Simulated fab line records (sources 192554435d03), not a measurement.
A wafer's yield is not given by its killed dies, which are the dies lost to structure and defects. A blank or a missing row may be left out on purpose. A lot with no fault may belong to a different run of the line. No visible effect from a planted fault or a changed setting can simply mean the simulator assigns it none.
Matching of chambers -- flow n5_finfet -- ald_metal-01 running N5_BEOL_M4_ALD_84: 4 sister chambers
The step deposits TaN, pulse time 2 s, purge time 3 s, co reactant purge time 2 s. 8 wafers are shown with their chamber, then 9 later ones without.

## WAFERS, EACH WITH ITS CHAMBER
wafer,chamber,heater_power_w (W)
L078.4,1,434
L080.1,3,409
L080.3,2,449
L089.1,1,441
L089.4,0,415
L090.2,0,417
L090.3,3,415
L090.4,2,451

## WAFERS MISSING THEIR CHAMBER
wafer,heater_power_w (W)
L088.1,412
L088.2,421
L088.5,447
L091.3,423
L091.5,445
L091.6,433
L097.1,402
L097.2,426
L097.3,391

## CHAMBER TAKEN BY EACH
wafer,from the rows above,in truth
L088.1,can't be placed: 3 or 0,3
L088.2,can't be placed: 0 or 3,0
L088.5,can't be placed: 2 or 1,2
L091.3,can't be placed: 0 or 3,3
L091.5,can't be placed: 2 or 1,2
L091.6,1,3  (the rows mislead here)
L097.1,can't be placed: 3 or 0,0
L097.2,can't be placed: 0 or 1 or 3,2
L097.3,can't be placed: 3 or 0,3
Placed correctly: 0 of 9. Can't be placed from these rows: 8 (the true chamber is among the candidates in 7). Number placed wrongly: 1.
How it was worked out, from the rows above alone: a wafer's distance from a chamber is the root of the sum, over the readings, of the square of ((its reading less the chamber's mean) divided by the reading's scatter). The wafer belongs to the nearest chamber; if the next one is less than 2 further off, it can't be placed. Each chamber's mean is taken over the wafers shown for it. The scatter: take each reading less its chamber's mean, square it, sum over the shown wafers, divide by the number of wafers less the number of chambers, and take the root.
